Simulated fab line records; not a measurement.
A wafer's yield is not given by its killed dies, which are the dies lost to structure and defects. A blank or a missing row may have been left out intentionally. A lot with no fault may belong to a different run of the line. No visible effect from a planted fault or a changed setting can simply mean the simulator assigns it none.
Comparing a struck lot with a sound one :: flow n5Finfet :: 38 steps out of a route of 1938
Sound: these wafers, L755.2, L755.5, L755.6. Struck: wafers L759.1, L759.3. At the end, the cause is stated.
Per side, at each step with rows, come the tool, then ch with its chambers, and then its first start. Under that, the readings that differ: sound wafers :: struck wafers :: difference of the means :: sigmas: that difference in standard deviations of wafers without a fault.
alike: readings with means less than 2 such deviations apart, plus words and numbers identical on both sides. not compared: withheld readings, readings lacking a value on some wafer, bounds such as >300 that could conceal the same value, and numbers that have no deviation in the record and whose values overlap.
Wherever a step has rows on one side only, a row that says differs or no value, or a row with sigmas, the two part there. Non-overlapping numbers with no deviation appear without sigmas and do not part them. A reading missing from all wafers of one side parts the sides only when that side holds two or more wafers.

first, 9 steps without rows for these wafers: N5_BEOL_M9_DESCUM_33 (chemistry O2, time 7 s); N5_BEOL_M9_ETCH_76 (etches underlayer in N2/H2, target depth 6.5 nm, time 5.2 s); N5_BEOL_M9_ETCH_65 (etches SiARC in CF4, target depth 15.6 nm, time 26 s); N5_BEOL_M9_ETCH_66 (etches SOC in N2/H2, target depth 80 nm, overetch 16 nm, time 120 s); N5_BEOL_M9_STRIP_69 (strips in N2/H2); N5_BEOL_M9_STRIP_77 (strips in N2/H2); N5_BEOL_M9_VIA_ETCH_34 (etches SiCOH lowk in C4F6/O2, target depth 182.4 nm, time 68.4 s); N5_BEOL_M9_STRIP_73 (strips in C4F6/O2); N5_BEOL_M9_STRIP_36 (strips in N2/H2).
N5_BEOL_M9_TRENCH_ETCH_37: etches SiCOH lowk in C4F6/O2, target depth 151.43 nm, time 49 s.
  sound on rieDiel-04 ch 2,3, day 11 05:42; struck on rieDiel-04 ch 0,3, day 12 09:23
reading: model.etch.depthNm (nm)
sound: 148.1 147 147.7
struck: 124.1 122.4
difference: -24.3
sigmas: 

reading: model.BEOL_M9.featureDepthNm (nm)
sound: 148.2 147 147.6
struck: 124.2 122.4
difference: -24.3
sigmas: 

reading: model.TiN_of_BEOL_M9_HM_DEP_02.thkNm (nm)
sound: 16.2 16 16
struck: 16.8 16.6
difference: +0.6
sigmas: 
  alike: C4F6_flow_sccm, O2_flow_sccm, drypumpMotorCurrentA, oesProductAu, rfFwdPowerW, rfVppV, showerheadPlenumPTorr, throttleValvePct
  not compared: rfHoursCounterH
then, 2 steps without rows for these wafers: N5_BEOL_M9_ETCH_41 (etches SiCN in CH3F/O2, target depth 36.6 nm, time 70.1 s); N5_BEOL_M9_STRIP_80 (strips in N2/H2, time 10 s).
N5_BEOL_M9_OCD_MEAS_38:
  sound: ocd-01 at day 11 05:52; struck: ocd-02 at day 12 09:34
reading: trenchDepthNm (nm)
sound: 148 147 147
struck: 124 122
difference: -24
sigmas: -8
then, 13 steps without rows for these wafers: N5_BEOL_M9_HM_STRIP_39 (strips TiN in peroxide tin strip, target depth 25 nm, time 158 s); N5_BEOL_M9_SRD_40 (time 30 s); N5_BEOL_M9_PRECLEAN_42 (cleans in residue remover, time 60 s); N5_BEOL_M9_SRD_43 (time 30 s); N5_BEOL_M9_CURE_72 (cures SiCOH lowk, time 120 s); N5_BEOL_M9_DEGAS_44 (time 60 s); N5_BEOL_M9_PRE_CLEAN_45 (time 30 s); N5_BEOL_M9_ALD_74 (deposits TaN, target thk 2 nm, pulse time 2 s, purge time 3 s); N5_BEOL_M9_SURFACE_TREAT_79; N5_BEOL_M9_CVD_78 (deposits Co from CCTBA/H2, target thk 2 nm, time 138.9 s); N5_BEOL_M9_SPUTTER_48 (material Cu, target thk 12 nm, time 2 s); N5_BEOL_M9_ECD_50 (material Cu, target thk 318 nm); N5_BEOL_M9_ANNEAL_51 (time 90 s).
N5_BEOL_M9_CMP_52: polishes, stops on SiCOH lowk, t overpolish 7 s, target thk 140 nm.
  sound on cmp-02 ch 0,1, day 11 07:58; struck on cmp-03 ch 2,3, day 12 12:20
reading: model.Cu_of_BEOL_M9_ECD_50.thkNm (nm)
sound: 135 132 135.6
struck: 113.6 112.8
difference: -21.0
sigmas: 
  alike: motorCurrentA, platenRpm, slurryFlowMlMin
N5_BEOL_M9_THK_MEAS_53: measures by xrf.
  sound: filmMetro-02 at day 11 08:13; struck: filmMetro-01 at day 12 12:36
reading: M9_THK (nm)
sound: 137 134 138
struck: 114 114
difference: -22
sigmas: -6
then, 2 steps without rows for these wafers: N5_BEOL_M9_PRE_CLEAN_55 (time 15 s); N5_BEOL_M9_DEP_56 (deposits SiCN from 3MS/NH3, target thk 15 nm, time 26.5 s).
N5_BEOL_M9_RS_MEAS_57: a four-point-probe measurement.
  sound: filmMetro-01 at day 11 08:21; struck: filmMetro-02 at day 12 12:44
reading: M9_RS (ohm/sq)
sound: 0.157 0.161 0.156
struck: 0.191 0.192
difference: +0.034
sigmas: +8
then, 5 steps without rows for these wafers: N5_BEOL_M10_ILD_DEP_00 (deposits SiCOH lowk from DEMS/porogen, target thk 308.51 nm, time 58 s); N5_BEOL_M10_CURE_71 (cures SiCOH lowk, time 240 s); N5_BEOL_M10_PECVD_70 (deposits SiO2 from TEOS/O2, target thk 20 nm, time 22.7 s); N5_BEOL_M10_HM_DEP_02 (deposits TiN, target thk 20 nm); N5_BEOL_M10_COAT_59 (time 60 s, resist thk 100 nm).
N5_BEOL_M15_RC_MEAS_101:
  sound on prober-01 ch 0, day 13 02:29; struck on prober-01 ch 0, day 14 05:55
reading: COMB_M7 (S/m)
sound: 2.1e-11 2.2e-11 2.3e-11
struck: 3.1e-11 3.9e-11
difference: +1.3e-11
sigmas: +2

reading: SERP_M6 (ohm/um)
sound: 14.7 14.8 14.3
struck: 13.6 13.5
difference: -1.0
sigmas: -2

reading: SERP_M9 (ohm/um)
sound: 3.12 3.24 3.25
struck: 3.88 3.79
difference: +0.63
sigmas: +6

reading: SERP_M9_max_site (ohm/um)
sound: 3.34 3.45 3.41
struck: 3.99 4.01
difference: +0.60
sigmas: +6
  alike: COMB_M10, COMB_M10_max_site, COMB_M11, COMB_M12, COMB_M13, COMB_M14, COMB_M15, COMB_M5, COMB_M5_max_site, COMB_M6, COMB_M6_max_site, COMB_M8, COMB_M8_max_site, SERP_M10, SERP_M11, SERP_M12, SERP_M13, SERP_M14, SERP_M5, SERP_M6_max_site, SERP_M7, SERP_M8
next, for these wafers, 1 step has no rows: N5_PASSIVATION_PROBE_49.

== WHERE THEY PART ==
Last at N5_BEOL_M15_RC_MEAS_101 as far as this record goes, first at N5_BEOL_M9_OCD_MEAS_38.

WHY: whatever the simulator had introduced
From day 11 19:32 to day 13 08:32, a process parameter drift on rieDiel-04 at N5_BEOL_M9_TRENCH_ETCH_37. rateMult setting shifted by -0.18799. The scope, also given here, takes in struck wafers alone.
